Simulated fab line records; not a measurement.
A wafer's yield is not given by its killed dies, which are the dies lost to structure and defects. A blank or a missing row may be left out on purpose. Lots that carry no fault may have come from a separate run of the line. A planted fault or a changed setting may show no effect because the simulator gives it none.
Which tool did it? -- flow nand harc -- Sampling: 6 lots, 18 wafers, 5 of 1159 route steps

== WHAT THE GAUGES READ, wafer by wafer ==
NHARC_END_SORT_01.
lot,measured,on,killed at periphery
L959,day 22 05:53,prober-02,5 9 7
L971,day 24 12:34,prober-02,4 3 4
L976,day 26 12:13,prober-02,1 3 3

== EACH LOT AND THE TOOL THAT RAN IT (in order: tool; ch and the chambers of the sampled wafers; start) ==
lot,NHARC_A_CHANNEL_HOLE_D1_ETCH_24,NHARC_A_CHANNEL_HOLE_D1_ETCH_25,NHARC_A_CHANNEL_FILL_D1_ALD_02,NHARC_A_CHANNEL_FILL_D1_ETCHBACK_19
L957,"har etch-02 ch 0,1, day 9 09:42","har etch-02 ch 0,1, day 9 10:29","ald hk-03 ch 1,3, day 9 13:22","rie si-04 ch 2,3, day 10 13:49"
L959,"har etch-01 ch 0,1, day 10 04:08","har etch-01 ch 0,1, day 10 04:54","ald hk-04 ch 0,1,2, day 10 07:56","rie si-04 ch 0,1,3, day 11 12:19"
L964,"har etch-01 ch 0,1, day 11 10:09","har etch-01 ch 0,1, day 11 10:57","ald hk-04 ch 0,3, day 11 13:51","rie si-05 ch 2,3, day 12 14:29"
L971,"har etch-01 ch 0,1, day 12 17:00","har etch-01 ch 0,1, day 12 17:47","ald hk-04 ch 0,1,3, day 12 20:56","rie si-05 ch 1,2,3, day 13 20:11"
L973,"har etch-01 ch 0,1, day 13 06:43","har etch-01 ch 0,1, day 13 07:32","ald hk-01 ch 0,1, day 13 11:49","rie si-03 ch 0,1, day 14 11:46"
L976,"har etch-02 ch 1, day 14 04:25","har etch-02 ch 1, day 14 05:12","ald hk-01 ch 2,3, day 14 08:12","rie si-04 ch 1,2, day 15 08:34"
- NHARC_A_CHANNEL_HOLE_D1_ETCH_24: etches the open film in C4F8/O2/Ar, time 906.2 s, target depth 1500 nm.
- NHARC_A_CHANNEL_HOLE_D1_ETCH_25: etches the open film in C4F8/O2/Ar, time 1040.2 s, target depth 1500 nm.
- NHARC_A_CHANNEL_FILL_D1_ALD_02: deposits SiO2, target thk 6 nm, pulse time 10 s, ald cycles 60.
- NHARC_A_CHANNEL_FILL_D1_ETCHBACK_19: etches the open film in HBr/Cl2, target depth 5 nm, time 1.7 s.

== THE ANSWER, worked out from the rows above alone ==
Rule: what is usual is taken from the lots themselves. The widest of any qualifying gaps counts: lots, ordered by their means at a reading, are off when they make up no more than a third of the lots, leave a main group of 4 or more, and stand apart from it by 3 or more times the standard deviation of that group's means. Not used: any main group whose means are identical at the precision the tables above print for the reading. A lot without any number at a reading at which 4 lots or more have one is off too. All remaining lots with rows at the step are treated as sound.
Nothing can be told from this: no lot is off at any reading shown.

== WHAT HAD BEEN PUT IN BY THE SIMULATOR ==
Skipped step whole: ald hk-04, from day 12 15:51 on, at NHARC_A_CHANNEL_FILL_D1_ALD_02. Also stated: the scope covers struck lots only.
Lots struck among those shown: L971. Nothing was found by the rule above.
